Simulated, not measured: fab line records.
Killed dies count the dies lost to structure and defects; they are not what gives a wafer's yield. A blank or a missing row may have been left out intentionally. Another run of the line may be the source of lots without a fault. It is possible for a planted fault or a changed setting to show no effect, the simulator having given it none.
Chamber matching / flow n5-finfet / N5_BEOL_M2_ETCH_70 on rie-diel-01: 4 sister chambers
The step etches SOC in N2/H2, target depth 80 nm, overetch 24 nm, time 130 s. 4 wafers are shown with their chamber, then 12 later ones without.

## WAFERS, EACH WITH ITS CHAMBER
wafer=L087.5; chamber=1; throttle-valve-pct (%)=17.5
wafer=L088.1; chamber=2; throttle-valve-pct (%)=18.4
wafer=L088.2; chamber=0; throttle-valve-pct (%)=17.4
wafer=L088.6; chamber=3; throttle-valve-pct (%)=17.8

## WAFERS WHOSE CHAMBER IS MISSING
wafer=L089.1; throttle-valve-pct (%)=17.8
wafer=L089.3; throttle-valve-pct (%)=17.4
wafer=L089.5; throttle-valve-pct (%)=17.8
wafer=L090.3; throttle-valve-pct (%)=18.4
wafer=L090.4; throttle-valve-pct (%)=17.5
wafer=L090.6; throttle-valve-pct (%)=18.4
wafer=L091.1; throttle-valve-pct (%)=17.5
wafer=L091.3; throttle-valve-pct (%)=18.5
wafer=L091.5; throttle-valve-pct (%)=17.5
wafer=L094.1; throttle-valve-pct (%)=17.5
wafer=L094.5; throttle-valve-pct (%)=17.8
wafer=L094.6; throttle-valve-pct (%)=17.5

## WHICH CHAMBER EACH ONE RAN IN
wafer=L089.1; from the rows above=3; in truth=3
wafer=L089.3; from the rows above=0; in truth=0
wafer=L089.5; from the rows above=3; in truth=3
wafer=L090.3; from the rows above=2; in truth=2
wafer=L090.4; from the rows above=1; in truth=1
wafer=L090.6; from the rows above=2; in truth=2
wafer=L091.1; from the rows above=1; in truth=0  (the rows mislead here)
wafer=L091.3; from the rows above=2; in truth=2
wafer=L091.5; from the rows above=1; in truth=1
wafer=L094.1; from the rows above=1; in truth=1
wafer=L094.5; from the rows above=3; in truth=3
wafer=L094.6; from the rows above=1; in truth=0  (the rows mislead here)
Correct placement for 10 of the 12. Not placeable from these rows: 0. Wrongly placed: 2.
How it was worked out, from the rows above alone: a wafer's distance from a chamber is the root of the sum, over the readings, of the square of ((its reading less the chamber's mean) divided by the reading's scatter). The wafer belongs to the nearest chamber; if the next one is less than 2 further off, it can't be placed. The mean given for a chamber averages the wafers shown for that chamber. The scatter: root of mean squared gap, hidden wafer to nearest shown wafer, with one shown wafer a chamber.
